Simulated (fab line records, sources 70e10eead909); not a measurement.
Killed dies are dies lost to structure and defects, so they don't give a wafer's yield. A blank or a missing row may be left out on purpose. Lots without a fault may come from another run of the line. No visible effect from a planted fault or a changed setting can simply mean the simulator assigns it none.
fab line records -- flow nand-harc
record: lots: 6, wafers: 18, last-day: 33
route steps=1302 shown A_ONON_D1@426 END@1302
lots that met no fault: from a run of the same line without faults
start-h: hours from the record's opening day to when the first of the lot's shown wafers began -- wait-h: hours from the lot's prior step to this one -- " unchanged from the row above -- L1.1+2: one row covering several wafers at once -- - no value, or no start was given -- * or withheld: withheld -- < > ~ a bound
route shown NAME@n: names a module that has steps shown in the file, with the first one's number in the route -- usual: average and standard deviation across the fault-free wafers -- same: alike in all rows -- chamber/n: place in a boat -- sites: the reading at each site -- _std_site: how widely they spread, as a standard deviation -- _edge_site: outer sites' mean less inner sites' -- radius-mm: for every site, how far away it sits from the centre of the wafer -- mask NAME#n: copy n -- behind: the last tool/chamber to shape the wafer -- hold: why the lot was held/for how many hours/how that ended -- device: whichever transistor did not switch (one of n, p or np) -- end of line: the same wafers' tests at the end of the route -- a step with no rows: only its recipe -- killed: dies lost to structure and defects at the first sort, not the wafer's yield -- map: the dies of a wafer, with x for killed, . for not killed, _ for no die there
set.NAME: the run value of the setting; set.NAME@STEP: its run value at that earlier step -- model.NAME: the simulator's own value behind a step, which no gauge read
lots at some steps of the route; a table a step, a row a wafer
services: when a tool's chamber went out of use (start-h, in hours from the record's first day, below 0 if earlier), for how many hours, and the reason
== steps ==
step: NHARC_A_ONON_D1_DEP_03
recipe: target-thk-a: 10000, n2-flow-sccm: 2750, n2o-flow-sccm: 2000, nh3-flow-sccm: 500, sih4-flow-sccm: 210, temp-c: 400
step: NHARC_A_ONON_D1_THK_MEAS_05
recipe: thk-meas-gauge: ellipsometry
usual: thk-nm: 999/9.8
lot.wafer,tool,chamber,start-h,wait-h,thk-nm
L293.1,film-metro-01,-,242.24,-,1005
L293.2,film-metro-01,-,242.24,-,1003
L293.4,film-metro-01,-,242.24,-,1004
L296.2,film-metro-01,-,272.33,-,993
L296.3,film-metro-01,-,272.33,-,993
L296.4,film-metro-01,-,272.33,-,993
L303.1,film-metro-01,-,327.04,-,1008
L303.3,film-metro-01,-,327.04,-,1011
L303.4,film-metro-01,-,327.04,-,1008
L304.1,film-metro-01,-,340.00,-,1006
L304.3,film-metro-01,-,340.00,-,1007
L304.6,film-metro-01,-,340.00,-,1007
L306.2,film-metro-02,-,364.93,-,973
L306.4,film-metro-02,-,364.93,-,972
L306.6,film-metro-02,-,364.93,-,972
L309.2,film-metro-01,-,393.12,-,1016
L309.4,film-metro-01,-,393.12,-,1016
L309.6,film-metro-01,-,393.12,-,1014
step: NHARC_A_ONON_D1_DEP_06
recipe: target-thk-a: 10000, n2-flow-sccm: 2750, n2o-flow-sccm: 2000, nh3-flow-sccm: 500, sih4-flow-sccm: 210, temp-c: 400
step: NHARC_A_ONON_D1_THK_MEAS_08
recipe: thk-meas-gauge: ellipsometry
usual: thk-nm: 999/9.9
lot.wafer,tool,chamber,start-h,wait-h,thk-nm
L293.1,film-metro-02,-,242.81,-,995
L293.2,film-metro-02,-,242.81,-,994
L293.4,film-metro-02,-,242.81,-,995
L296.2,film-metro-02,-,272.90,-,1003
L296.3,film-metro-02,-,272.90,-,1000
L296.4,film-metro-02,-,272.90,-,1000
L303.1,film-metro-01,-,327.61,-,985
L303.3,film-metro-01,-,327.61,-,986
L303.4,film-metro-01,-,327.61,-,986
L304.1,film-metro-01,-,340.57,-,1005
L304.3,film-metro-01,-,340.57,-,1007
L304.6,film-metro-01,-,340.57,-,1006
L306.2,film-metro-02,-,365.50,-,991
L306.4,film-metro-02,-,365.50,-,990
L306.6,film-metro-02,-,365.50,-,991
L309.2,film-metro-02,-,393.69,-,985
L309.4,film-metro-02,-,393.69,-,983
L309.6,film-metro-02,-,393.69,-,984
step: NHARC_A_ONON_D1_DEP_09
recipe: target-thk-a: 10000, n2-flow-sccm: 2750, n2o-flow-sccm: 2000, nh3-flow-sccm: 500, sih4-flow-sccm: 210, temp-c: 400
step: NHARC_A_ONON_D1_THK_MEAS_11
recipe: thk-meas-gauge: ellipsometry
usual: thk-nm: 994/14
lot.wafer,tool,chamber,start-h,wait-h,thk-nm
L293.1,film-metro-02,-,243.37,-,996
L293.2,film-metro-02,-,243.37,-,995
L293.4,film-metro-02,-,243.37,-,996
L296.2,film-metro-02,-,273.46,-,998
L296.3,film-metro-02,-,273.46,-,998
L296.4,film-metro-02,-,273.46,-,997
L303.1,film-metro-01,-,328.18,-,1025
L303.3,film-metro-01,-,328.18,-,1026
L303.4,film-metro-01,-,328.18,-,1027
L304.1,film-metro-01,-,341.14,-,987
L304.3,film-metro-01,-,341.14,-,987
L304.6,film-metro-01,-,341.14,-,989
L306.2,film-metro-02,-,366.07,-,984
L306.4,film-metro-02,-,366.07,-,985
L306.6,film-metro-02,-,366.07,-,985
L309.2,film-metro-02,-,394.26,-,998
L309.4,film-metro-02,-,394.26,-,997
L309.6,film-metro-02,-,394.26,-,999
step: NHARC_A_ONON_D1_DEP_12
recipe: target-thk-a: 10000, n2-flow-sccm: 2750, n2o-flow-sccm: 2000, nh3-flow-sccm: 500, sih4-flow-sccm: 210, temp-c: 400
step: NHARC_A_ONON_D1_THK_MEAS_14
recipe: thk-meas-gauge: ellipsometry
usual: thk-nm: 996/8.9
lot.wafer,tool,chamber,start-h,wait-h,thk-nm
L293.1,film-metro-02,-,243.93,-,1000
L293.2,film-metro-02,-,243.93,-,1000
L293.4,film-metro-02,-,243.93,-,999
L296.2,film-metro-02,-,274.03,-,1000
L296.3,film-metro-02,-,274.03,-,1001
L296.4,film-metro-02,-,274.03,-,1001
L303.1,film-metro-02,-,328.75,-,988
L303.3,film-metro-02,-,328.75,-,989
L303.4,film-metro-02,-,328.75,-,989
L304.1,film-metro-02,-,341.70,-,998
L304.3,film-metro-02,-,341.70,-,998
L304.6,film-metro-02,-,341.70,-,997
L306.2,film-metro-01,-,366.64,-,1007
L306.4,film-metro-01,-,366.64,-,1008
L306.6,film-metro-01,-,366.64,-,1009
L309.2,film-metro-02,-,394.86,-,1003
L309.4,film-metro-02,-,394.86,-,1003
L309.6,film-metro-02,-,394.86,-,1004
step: NHARC_A_ONON_D1_ANNEAL_15
recipe: temp-c: 750, time-s: 3600
step: NHARC_A_ONON_D1_DEP_16
recipe: target-thk-a: 10000, n2-flow-sccm: 2750, n2o-flow-sccm: 2000, nh3-flow-sccm: 500, sih4-flow-sccm: 210, temp-c: 400
step: NHARC_A_ONON_D1_THK_MEAS_18
recipe: thk-meas-gauge: ellipsometry
usual: thk-nm: 1001/9.9
lot.wafer,tool,chamber,start-h,wait-h,thk-nm
L293.1,film-metro-02,-,251.72,-,982
L293.2,film-metro-02,-,251.72,-,982
L293.4,film-metro-02,-,251.72,-,982
L296.2,film-metro-02,-,281.83,-,1012
L296.3,film-metro-02,-,281.83,-,1012
L296.4,film-metro-02,-,281.83,-,1014
L303.1,film-metro-02,-,336.56,-,999
L303.3,film-metro-02,-,336.56,-,1000
L303.4,film-metro-02,-,336.56,-,1001
L304.1,film-metro-01,-,351.53,-,1006
L304.3,film-metro-01,-,351.53,-,1005
L304.6,film-metro-01,-,351.53,-,1008
L306.2,film-metro-01,-,374.72,-,1001
L306.4,film-metro-01,-,374.72,-,999
L306.6,film-metro-01,-,374.72,-,1000
L309.2,film-metro-01,-,403.29,-,1001
L309.4,film-metro-01,-,403.29,-,1001
L309.6,film-metro-01,-,403.29,-,1001
step: NHARC_A_ONON_D1_DEP_19
recipe: target-thk-a: 10000, n2-flow-sccm: 2750, n2o-flow-sccm: 2000, nh3-flow-sccm: 500, sih4-flow-sccm: 210, temp-c: 400
usual: n2-flow-sccm: 2751/7.9, susceptor-temp-C: 399.98/0.26
lot.wafer,tool,chamber,start-h,wait-h,n2-flow-sccm,susceptor-temp-C
L293.1,pecvd-onon-04,0,251.78,0.1,2750,400.10
L293.2,pecvd-onon-04,0,251.78,0.1,2734,400.01
L293.4,pecvd-onon-04,0,251.78,0.1,2738,399.97
L296.2,pecvd-onon-02,0,281.94,0.1,2743,399.85
L296.3,pecvd-onon-02,0,281.94,0.1,2756,399.84
L296.4,pecvd-onon-02,0,281.94,0.1,2753,399.99
L303.1,pecvd-onon-02,0,336.62,0.1,2742,400.24
L303.3,pecvd-onon-02,0,336.62,0.1,2746,399.83
L303.4,pecvd-onon-02,0,336.62,0.1,2750,400.33
L304.1,pecvd-onon-02,0,351.58,0.1,2746,400.07
L304.3,pecvd-onon-02,0,351.58,0.1,2742,399.88
L304.6,pecvd-onon-02,0,351.58,0.1,2755,399.95
L306.2,pecvd-onon-03,0,374.84,0.1,2752,399.68
L306.4,pecvd-onon-03,0,374.84,0.1,2742,399.91
L306.6,pecvd-onon-03,0,374.84,0.1,2751,399.71
L309.2,pecvd-onon-04,0,403.41,0.1,2764,400.24
L309.4,pecvd-onon-04,0,403.41,0.1,2749,400.17
L309.6,pecvd-onon-04,0,403.41,0.1,2748,399.99
step: NHARC_A_ONON_D1_THK_MEAS_21
recipe: thk-meas-gauge: ellipsometry
usual: thk-nm: 1002/13
lot.wafer,tool,chamber,start-h,wait-h,hold,thk-nm
L293.1,film-metro-02,-,252.29,-,-,1005
L293.2,film-metro-02,-,252.29,-,-,1005
L293.4,film-metro-02,-,252.29,-,-,1003
L296.2,film-metro-02,-,282.39,-,-,999
L296.3,film-metro-02,-,282.39,-,-,1001
L296.4,film-metro-02,-,282.39,-,-,1002
L303.1,film-metro-02,-,337.13,-,await-dispo/0.2h/release,1004
L303.3,film-metro-02,-,337.13,-,await-dispo/0.2h/release,1007
L303.4,film-metro-02,-,337.13,-,await-dispo/0.2h/release,627
L303.1,film-metro-02,-,337.30,0.2,-,1005
L303.3,film-metro-02,-,337.30,0.2,-,1004
L303.4,film-metro-02,-,337.30,0.2,-,626
L304.1,film-metro-01,-,352.09,-,await-dispo/0.2h/release,987
L304.3,film-metro-01,-,352.09,-,await-dispo/0.2h/release,988
L304.6,film-metro-01,-,352.09,-,await-dispo/0.2h/release,609
L304.1,film-metro-01,-,352.26,0.2,-,988
L304.3,film-metro-01,-,352.26,0.2,-,990
L304.6,film-metro-01,-,352.26,0.2,-,609
L306.2,film-metro-01,-,375.29,-,-,1012
L306.4,film-metro-01,-,375.29,-,-,1015
L306.6,film-metro-01,-,375.29,-,-,1012
L309.2,film-metro-02,-,403.86,-,-,1001
L309.4,film-metro-02,-,403.86,-,-,1000
L309.6,film-metro-02,-,403.86,-,-,999
step: NHARC_END_SORT_01
recipe: temp-c: 25
usual: killed-at-array: 59/19, killed-at-other: 0.6/0.85, killed-at-periphery: 3.8/2.5, killed-dies: 64/19, killed-open: 3.3/1.8, killed-short: 2.2/1.6
same: gross-dies: 677
lot.wafer,tool,chamber,start-h,wait-h,hold,killed-at-array,killed-at-other,killed-at-periphery,killed-dies,killed-open,killed-short
L293.1,prober-01,0,644.56,2.5,-,52,0,2,54,0,2
L293.2,prober-01,0,645.35,2.8,-,69,0,2,71,6,2
L293.4,prober-01,0,646.93,3.4,-,59,1,2,62,4,1
L296.2,prober-01,0,682.48,2.8,-,87,1,6,94,6,4
L296.3,prober-01,0,683.28,3.1,-,77,4,4,85,0,0
L296.4,prober-01,0,684.08,3.4,-,73,1,3,77,6,1
L303.1,prober-01,0,727.56,2.5,await-dispo/1.6h/release,67,2,2,71,1,0
L303.3,prober-01,0,729.14,3.1,await-dispo/1.6h/release,92,1,1,94,4,1
L303.4,prober-01,0,729.93,3.4,await-dispo/1.6h/release,671,1,5,677,4,3
L304.1,prober-01,0,761.75,2.5,await-dispo/3.8h/release,82,0,4,86,4,4
L304.3,prober-01,0,763.35,3.1,await-dispo/3.8h/release,79,0,1,80,4,0
L304.6,prober-01,0,765.74,4.0,await-dispo/3.8h/release,670,0,7,677,5,5
L309.2,prober-02,0,781.50,2.8,-,69,0,4,73,0,2
L309.4,prober-02,0,783.10,3.4,-,57,1,4,62,7,1
L309.6,prober-02,0,784.70,4.0,-,75,0,7,82,4,1
L306.2,prober-01,0,781.51,2.8,-,57,0,7,64,3,3
L306.4,prober-01,0,783.12,3.4,-,50,0,5,55,0,2
L306.6,prober-01,0,784.72,4.0,-,59,0,10,69,6,3
killed by level:class
L293.1 A_CHANNEL_HOLE_D1:chamber-film-flake=31 A_CHANNEL_HOLE_D2:chamber-film-flake=14 A_CHANNEL_FILL_D1:chamber-film-flake=2 A_SLIT:chamber-film-flake=2 P_CONTACT:geometric-particle:short=1 A_WL_FILL:geometric-particle:short=1 P_STI:chamber-film-flake=1 A_WL_FILL:chamber-film-flake=1
L293.2 A_CHANNEL_HOLE_D2:chamber-film-flake=33 A_CHANNEL_HOLE_D1:chamber-film-flake=24 A_ONON_D1:geometric-particle:open=2 A_CONTACT:chamber-film-flake=2 P_GATE:geometric-particle:open=1 A_ONON_D1:geometric-particle:short=1 A_ONON_D2:geometric-particle:open=1 A_CHANNEL_HOLE_D2:geometric-particle:open=1
L293.4 A_CHANNEL_HOLE_D2:chamber-film-flake=31 A_CHANNEL_HOLE_D1:chamber-film-flake=21 P_CONTACT:geometric-particle:open=2 A_CHANNEL_FILL_D1:chamber-film-flake=2 A_CHANNEL_FILL_D1:geometric-particle:short=1 A_SGD_CUT:geometric-particle:open=1 A_BLC:geometric-particle:open=1 A_CHANNEL_FILL_D2:chamber-film-flake=1
L296.2 A_CHANNEL_HOLE_D1:chamber-film-flake=39 A_SLIT:chamber-film-flake=26 A_STAIRCASE:chamber-film-flake=8 A_CONTACT:chamber-film-flake=4 A_CHANNEL_FILL_D1:geometric-particle:short=3 P_CONTACT:geometric-particle:open=2 P_GATE:chamber-film-flake=2 P_GATE:geometric-particle:open=1
L296.3 A_CHANNEL_HOLE_D1:chamber-film-flake=35 A_SLIT:chamber-film-flake=32 A_STAIRCASE:chamber-film-flake=5 THIN_TSV:chamber-film-flake=4 A_WL_FILL:chamber-film-flake=3 P_GATE:chamber-film-flake=2 P_BONDPAD:chamber-film-flake=2 A_CONTACT:chamber-film-flake=2
L296.4 A_SLIT:chamber-film-flake=28 A_CHANNEL_HOLE_D1:chamber-film-flake=27 A_STAIRCASE:chamber-film-flake=7 A_ONON_D1:geometric-particle:open=2 P_BONDPAD:chamber-film-flake=2 A_CHANNEL_HOLE_D2:chamber-film-flake=2 A_CHANNEL_FILL_D1:geometric-particle:open=1 A_DECK1_JOINT:geometric-particle:open=1
L303.1 A_CHANNEL_HOLE_D1:chamber-film-flake=24 A_CHANNEL_HOLE_D2:chamber-film-flake=21 A_CONTACT:chamber-film-flake=4 A_SGD_CUT:chamber-film-flake=4 A_CHANNEL_FILL_D2:chamber-film-flake=3 A_STAIRCASE:chamber-film-flake=3 A_ZERO_WELL:chamber-film-flake=2 A_SLIT:chamber-film-flake=2
L303.3 A_CHANNEL_HOLE_D1:chamber-film-flake=47 A_CHANNEL_HOLE_D2:chamber-film-flake=20 A_CONTACT:chamber-film-flake=5 A_SGD_CUT:chamber-film-flake=3 A_ZERO_WELL:chamber-film-flake=2 A_CHANNEL_FILL_D1:chamber-film-flake=2 A_CHANNEL_FILL_D2:chamber-film-flake=2 A_STAIRCASE:chamber-film-flake=2
L303.4 A_ONON_D1:area-dep=605 A_CHANNEL_HOLE_D1:chamber-film-flake=23 A_CHANNEL_HOLE_D2:chamber-film-flake=20 A_SGD_CUT:chamber-film-flake=3 A_WL_FILL:chamber-film-flake=3 A_M1:chamber-film-flake=3 P_M0:geometric-particle:open=2 A_SLIT:chamber-film-flake=2
L304.1 A_CHANNEL_HOLE_D1:chamber-film-flake=36 A_SLIT:chamber-film-flake=35 A_DECK1_JOINT:geometric-particle:open=2 P_ZERO_WELL:chamber-film-flake=2 A_CONTACT:chamber-film-flake=2 P_GATE:geometric-particle:short=1 P_CONTACT:geometric-particle:open=1 A_ONON_D1:geometric-particle:short=1
L304.3 A_CHANNEL_HOLE_D1:chamber-film-flake=35 A_SLIT:chamber-film-flake=32 A_CHANNEL_FILL_D2:geometric-particle:open=2 A_DECK1_JOINT:chamber-film-flake=2 A_CHANNEL_FILL_D2:chamber-film-flake=2 A_STAIRCASE:chamber-film-flake=2 A_CONTACT:chamber-film-flake=2 A_CHANNEL_FILL_D1:geometric-particle:open=1
L304.6 A_ONON_D1:area-dep=588 A_SLIT:chamber-film-flake=33 A_CHANNEL_HOLE_D1:chamber-film-flake=32 A_WL_FILL:chamber-film-flake=3 A_CONTACT:chamber-film-flake=3 A_ONON_D1:geometric-particle:open=2 P_ZERO_WELL:chamber-film-flake=2 A_STAIRCASE:chamber-film-flake=2
L309.2 A_CHANNEL_HOLE_D2:chamber-film-flake=31 A_SLIT:chamber-film-flake=15 A_CHANNEL_HOLE_D1:chamber-film-flake=11 A_CONTACT:chamber-film-flake=7 P_BONDPAD:chamber-film-flake=3 A_STAIRCASE:chamber-film-flake=3 A_ONON_D1:geometric-particle:short=1 A_CHANNEL_FILL_D1:geometric-particle:short=1
L306.2 A_SLIT:chamber-film-flake=30 A_CHANNEL_HOLE_D1:chamber-film-flake=11 A_CONTACT:chamber-film-flake=5 P_ZERO_WELL:chamber-film-flake=3 P_M0:geometric-particle:short=2 P_BONDPAD:chamber-film-flake=2 A_STAIRCASE:chamber-film-flake=2 A_CHANNEL_HOLE_D2:chamber-film-flake=2
L309.4 A_CHANNEL_HOLE_D2:chamber-film-flake=21 A_SLIT:chamber-film-flake=16 A_CHANNEL_HOLE_D1:chamber-film-flake=8 A_CONTACT:chamber-film-flake=4 P_BONDPAD:chamber-film-flake=2 P_M0:geometric-particle:open=1 A_ONON_D1:geometric-particle:open=1 A_CHANNEL_FILL_D1:geometric-particle:open=1
L306.4 A_SLIT:chamber-film-flake=25 A_CHANNEL_HOLE_D1:chamber-film-flake=10 A_CONTACT:chamber-film-flake=8 A_STAIRCASE:chamber-film-flake=3 A_CHANNEL_FILL_D2:chamber-film-flake=2 P_ZERO_WELL:chamber-film-flake=2 A_ONON_D2:geometric-particle:short=1 A_WL_FILL:geometric-particle:short=1
L309.6 A_CHANNEL_HOLE_D2:chamber-film-flake=28 A_SLIT:chamber-film-flake=27 A_CHANNEL_HOLE_D1:chamber-film-flake=7 A_CONTACT:chamber-film-flake=6 P_GATE:chamber-film-flake=3 P_BONDPAD:chamber-film-flake=2 A_CHANNEL_FILL_D1:geometric-particle:open=1 A_DECK1_JOINT:geometric-particle:short=1
L306.6 A_SLIT:chamber-film-flake=31 A_CHANNEL_HOLE_D1:chamber-film-flake=11 A_STAIRCASE:chamber-film-flake=5 P_ZERO_WELL:chamber-film-flake=4 A_DECK1_JOINT:geometric-particle:short=2 P_STI:chamber-film-flake=2 A_CHANNEL_FILL_D2:chamber-film-flake=2 A_CONTACT:chamber-film-flake=2
map L303.4 (x killed, . not)
____________x____________
_________xxxxxxx_________
_______xxxxxxxxxxx_______
______xxxxxxxxxxxxx______
_____xxxxxxxxxxxxxxx_____
____xxxxxxxxxxxxxxxxx____
____xxxxxxxxxxxxxxxxx____
___xxxxxxxxxxxxxxxxxxx___
___xxxxxxxxxxxxxxxxxxx___
__xxxxxxxxxxxxxxxxxxxxx__
__xxxxxxxxxxxxxxxxxxxxx__
_xxxxxxxxxxxxxxxxxxxxxxx_
_xxxxxxxxxxxxxxxxxxxxxxx_
_xxxxxxxxxxxxxxxxxxxxxxx_
_xxxxxxxxxxxxxxxxxxxxxxx_
_xxxxxxxxxxxxxxxxxxxxxxx_
xxxxxxxxxxxxxxxxxxxxxxxxx
xxxxxxxxxxxxxxxxxxxxxxxxx
xxxxxxxxxxxxxxxxxxxxxxxxx
xxxxxxxxxxxxxxxxxxxxxxxxx
xxxxxxxxxxxxxxxxxxxxxxxxx
_xxxxxxxxxxxxxxxxxxxxxxx_
_xxxxxxxxxxxxxxxxxxxxxxx_
_xxxxxxxxxxxxxxxxxxxxxxx_
_xxxxxxxxxxxxxxxxxxxxxxx_
_xxxxxxxxxxxxxxxxxxxxxxx_
__xxxxxxxxxxxxxxxxxxxxx__
__xxxxxxxxxxxxxxxxxxxxx__
___xxxxxxxxxxxxxxxxxxx___
___xxxxxxxxxxxxxxxxxxx___
____xxxxxxxxxxxxxxxxx____
____xxxxxxxxxxxxxxxxx____
_____xxxxxxxxxxxxxxx_____
______xxxxxxxxxxxxx______
_______xxxxxxxxxxx_______
_________xxxxxxx_________
____________x____________
map L304.6 (x killed, . not)
____________x____________
_________xxxxxxx_________
_______xxxxxxxxxxx_______
______xxxxxxxxxxxxx______
_____xxxxxxxxxxxxxxx_____
____xxxxxxxxxxxxxxxxx____
____xxxxxxxxxxxxxxxxx____
___xxxxxxxxxxxxxxxxxxx___
___xxxxxxxxxxxxxxxxxxx___
__xxxxxxxxxxxxxxxxxxxxx__
__xxxxxxxxxxxxxxxxxxxxx__
_xxxxxxxxxxxxxxxxxxxxxxx_
_xxxxxxxxxxxxxxxxxxxxxxx_
_xxxxxxxxxxxxxxxxxxxxxxx_
_xxxxxxxxxxxxxxxxxxxxxxx_
_xxxxxxxxxxxxxxxxxxxxxxx_
xxxxxxxxxxxxxxxxxxxxxxxxx
xxxxxxxxxxxxxxxxxxxxxxxxx
xxxxxxxxxxxxxxxxxxxxxxxxx
xxxxxxxxxxxxxxxxxxxxxxxxx
xxxxxxxxxxxxxxxxxxxxxxxxx
_xxxxxxxxxxxxxxxxxxxxxxx_
_xxxxxxxxxxxxxxxxxxxxxxx_
_xxxxxxxxxxxxxxxxxxxxxxx_
_xxxxxxxxxxxxxxxxxxxxxxx_
_xxxxxxxxxxxxxxxxxxxxxxx_
__xxxxxxxxxxxxxxxxxxxxx__
__xxxxxxxxxxxxxxxxxxxxx__
___xxxxxxxxxxxxxxxxxxx___
___xxxxxxxxxxxxxxxxxxx___
____xxxxxxxxxxxxxxxxx____
____xxxxxxxxxxxxxxxxx____
_____xxxxxxxxxxxxxxx_____
______xxxxxxxxxxxxx______
_______xxxxxxxxxxx_______
_________xxxxxxx_________
____________x____________
== services ==
tool,chamber,start-h,hours,kind
pecvd-onon-04,-,241.68,7.7,repair
pecvd-onon-04,-,311.91,13.0,pm
pecvd-onon-02,-,366.09,13.0,pm
== key ==
first-sign: step: NHARC_A_ONON_D1_THK_MEAS_21, reading: visit, direction: added
effect: step: NHARC_A_ONON_D1_THK_MEAS_21, reading: thk-nm, direction: down, sigmas: 30, usual: 1002, struck: 618
effect: step: NHARC_END_SORT_01, reading: killed-dies, direction: up, sigmas: 33, usual: 64, struck: 677
more-kills-born-at: NHARC_A_ONON_D1_DEP_19@pecvd-onon-02: 1193
met-at NHARC_A_ONON_D1_DEP_19
struck-wafers L303.4,L304.6
later-rows-left-out L303.4,L304.6
tester-left-out L303,L304
onset-between 281.94 336.62
fault: kind: process-parameter-drift, tool: pecvd-onon-02, chamber: -, onset-h: 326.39, steps: NHARC_A_ONON_D1_DEP_19, channel: target-thk-a, offset: *, shape: step, end-h: 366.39, scope: struck-wafers-only, acts-in: *, stated: *
tester-left-out: of these lots the tester's yield and bins aren't shown, on N5 and GAA mostly nor the transistor test; their killed dies are dies lost to structure and defects alone, not to doping, threshold or leakage, so they don't give the yield
later-rows-left-out: the simulator's readings of these wafers behind a module that went badly wrong aren't trusted and aren't shown, but for the sort
